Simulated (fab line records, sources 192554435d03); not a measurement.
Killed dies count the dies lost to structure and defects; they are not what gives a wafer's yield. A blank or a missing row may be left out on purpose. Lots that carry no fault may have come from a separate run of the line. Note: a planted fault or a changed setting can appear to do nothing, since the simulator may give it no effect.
Struck lot and sound lot, side by side | flow n5Finfet | 17 out of 1938 route steps
Sound: these wafers, L466.3, L466.4, L466.5. The struck wafers were L474.2, L474.4, L474.5. Last of all comes the cause.
For every step that has rows: the tool of each side, followed by ch and its chambers, followed by its first start. Under that, the readings that differ: sound wafers | struck wafers | difference of the means | sigmas: that difference in standard deviations of wafers without a fault.
alike: a reading whose means differ by less than 2 such deviations, as well as words and numbers matching on both sides. not compared: withheld readings; readings where some wafer has no value; bounds like >300 that might hide an equal value; numbers whose values overlap and for which the record gives no deviation.
A row with sigmas, a row that says differs or no value, or rows on one side alone: a step with any of these is where the two part. Numbers that have no deviation but don't overlap get no sigmas and don't part them. Lack of a reading on every wafer of one side parts them only where that side has two or more wafers.

N5_BEOL_M11_ETCH_62: etches SOC in N2/H2, target depth 110 nm, overetch 22 nm, time 165 s.
  sound on rieDiel-05 ch 2,3, day 12 04:06; struck on rieDiel-05 ch 1,3, day 13 23:36
  alike: drypumpMotorCurrentA, n2FlowSccm, oesProductAu, rfVppV, showerheadPlenumPTorr, throttleValvePct
  not compared: rfHoursCounterH
then, 1 step without rows for these wafers: N5_BEOL_M11_STRIP_68 (strips in N2/H2).
N5_BEOL_M11_STRIP_67: strips in CF4.
  sound on rieDiel-05 ch 2,3, day 12 04:14; struck on rieDiel-05 ch 1,3, day 13 23:45
  alike: biasPowerW, drypumpMotorCurrentA, oesProductAu, rfVppV, showerheadPlenumPTorr, throttleValvePct
  not compared: rfHoursCounterH
N5_BEOL_M11_HM_OPEN_17: chemistry Cl2/BCl3, target TiN, target depth 20 nm, overetch 6 nm.
  sound on rieMetal-03 ch 0,1, day 12 04:19; struck on rieMetal-01 ch 0,1, day 13 23:47
  alike: drypumpMotorCurrentA, oesProductAu, throttleValvePct
  not compared: rfHoursCounterH
N5_BEOL_M11_STRIP_19: strips in O2.
  sound on rieDiel-03 ch 0,2,3, day 12 04:26; struck on rieDiel-03 ch 0,1, day 14 00:01
  alike: drypumpMotorCurrentA, oesProductAu, rfVppV, showerheadPlenumPTorr, throttleValvePct
  not compared: rfHoursCounterH
N5_BEOL_M11_CD_MEAS_18: pitch 140 nm, target cd 70 nm.
  struck on cdSem-02, day 14 00:05; sound on cdSem-01, day 12 04:30
  alike: cdNm
then, 6 steps without rows for these wafers: N5_BEOL_M11_COAT_63 (time 60 s, resist thk 100 nm); N5_BEOL_M11_COAT_64 (time 60 s, resist thk 30 nm); N5_BEOL_M11_COAT_22 (resist thk 90 nm); N5_BEOL_M11_EBR_24; N5_BEOL_M11_SOFTBAKE_23 (time 60 s); N5_BEOL_M11_EXPOSE_25 (exposes mask V10).
N5_BEOL_M11_PEB_26: peb time 60 s.
  sound on lithoTrack-01 ch 0, day 12 05:24; struck on lithoTrack-04 ch 0, day 14 01:26
then, 1 step without rows for these wafers: N5_BEOL_M11_DEVELOP_27 (develop time 30 s).
N5_BEOL_M11_CD_MEAS_28: target cd 70 nm.
  sound on cdSem-03 ch 0, day 12 05:28; struck on cdSem-01 ch 0, day 14 01:31
reading   | sound          | struck         | difference | sigmas
cdNm (nm) | 69.5 70.1 69.8 | 64.3 64.6 63.2 | -5.8       | -7
N5_BEOL_M11_OVL_MEAS_29:
  sound on overlay-01 ch 0, day 12 05:29; struck on overlay-02 ch 0, day 14 01:32
reading      | sound       | struck         | difference | sigmas
V10_OVL (nm) | 1.4 1.7 1.3 | -1.2 -0.9 -1.1 | -2.5       | -3
N5_PASSIVATION_PROBE_49:
  the record has rows for the struck wafers here (prober-02, day 15 20:48) and none for the sound ones

## WHERE THEY PART
At N5_BEOL_M11_CD_MEAS_28 first; at N5_PASSIVATION_PROBE_49 last (within this record only).

WHY: whatever the simulator had introduced
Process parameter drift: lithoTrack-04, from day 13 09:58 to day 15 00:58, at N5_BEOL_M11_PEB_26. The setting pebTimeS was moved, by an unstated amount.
